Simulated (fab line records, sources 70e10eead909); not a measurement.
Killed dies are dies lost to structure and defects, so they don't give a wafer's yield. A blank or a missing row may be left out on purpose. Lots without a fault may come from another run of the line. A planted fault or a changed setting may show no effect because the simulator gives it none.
Chamber matching | flow nand_harc | NHARC_A_STAIRCASE_STRIP_476 on rie_diel-06: 4 sister chambers
The step strips in O2, time 20 s. 22 wafers are shown with their chamber, then 11 later ones without.

WAFERS WITH THEIR CHAMBER
wafer  | chamber | showerhead_plenum_p_Torr (Torr) | drypump_motor_current_A (A) | rf_vpp_V (V)
L074.4 | 3       | 3.34                            | 5.7                         | 58.0
L074.5 | 0       | 3.35                            | 5.2                         | 58.2
L074.6 | 1       | 3.38                            | 6.3                         | 57.6
L075.2 | 1       | 3.38                            | 6.3                         | 58.1
L075.3 | 3       | 3.34                            | 5.7                         | 58.3
L075.5 | 0       | 3.35                            | 5.3                         | 57.5
L075.1 | 2       | 3.72                            | 6.1                         | 59.1
L075.4 | 0       | 3.35                            | 5.2                         | 56.2
L075.6 | 3       | 3.34                            | 5.7                         | 56.7
L077.1 | 1       | 3.38                            | 6.3                         | 57.2
L077.2 | 3       | 3.34                            | 5.7                         | 57.8
L077.3 | 2       | 3.72                            | 6.2                         | 58.5
L078.1 | 3       | 3.34                            | 5.7                         | 56.8
L078.3 | 2       | 3.72                            | 6.1                         | 58.5
L078.4 | 2       | 3.72                            | 6.1                         | 58.4
L080.1 | 0       | 3.34                            | 5.2                         | 57.4
L080.3 | 2       | 3.72                            | 6.2                         | 59.2
L080.5 | 0       | 3.34                            | 5.3                         | 56.5
L079.1 | 3       | 3.34                            | 5.6                         | 56.5
L079.2 | 0       | 3.34                            | 5.2                         | 56.8
L079.3 | 2       | 3.72                            | 6.2                         | 57.6
L079.4 | 1       | 3.38                            | 6.3                         | 58.5

SIGNATURES (means of the wafers above)
reading                  | chamber 0 | chamber 1 | chamber 2 | chamber 3 | scatter within a chamber
showerhead_plenum_p_Torr | 3.3450    | 3.3800    | 3.7200    | 3.3400    | 0.00289
drypump_motor_current_A  | 5.233     | 6.300     | 6.150     | 5.683     | 0.0451
rf_vpp_V                 | 57.100    | 57.850    | 58.550    | 57.350    | 0.68
Rule: a wafer's distance from a chamber is the root of the sum, over the readings, of the square of ((its reading less the chamber's mean) divided by the reading's scatter). The wafer belongs to the nearest chamber; if the next one is less than 2 further off, it can't be placed. The scatter: the root of (the sum of the squares of (reading less its chamber's mean) over the shown wafers, divided by (wafers less chambers)).

WAFERS WITHOUT THEIR CHAMBER
wafer  | showerhead_plenum_p_Torr (Torr) | drypump_motor_current_A (A) | rf_vpp_V (V)
L079.5 | 3.38                            | 6.3                         | 57.4
L079.6 | 3.72                            | 6.2                         | 59.7
L083.1 | 3.71                            | 6.1                         | 57.4
L083.4 | 3.37                            | 6.3                         | 56.9
L083.6 | 3.71                            | 6.1                         | 58.1
L091.3 | 3.32                            | 5.2                         | 58.0
L091.4 | 3.35                            | 6.3                         | 56.9
L091.6 | 3.32                            | 5.2                         | 57.4
L093.2 | 3.35                            | 6.3                         | 57.2
L093.5 | 3.35                            | 6.3                         | 59.3
L093.6 | 3.69                            | 6.1                         | 58.6

WHICH CHAMBER EACH WENT THROUGH
wafer  | from the rows above | in truth
L079.5 | 1                   | 1
L079.6 | 2                   | 2
L083.1 | 2                   | 2
L083.4 | 1                   | 1
L083.6 | 2                   | 2
L091.3 | 0                   | 0
L091.4 | 1                   | 1
L091.6 | 0                   | 0
L093.2 | 1                   | 1
L093.5 | 1                   | 1
L093.6 | 2                   | 2
Placed correctly: 11 of 11. Can't be placed from these rows: 0. Placed wrongly: 0.
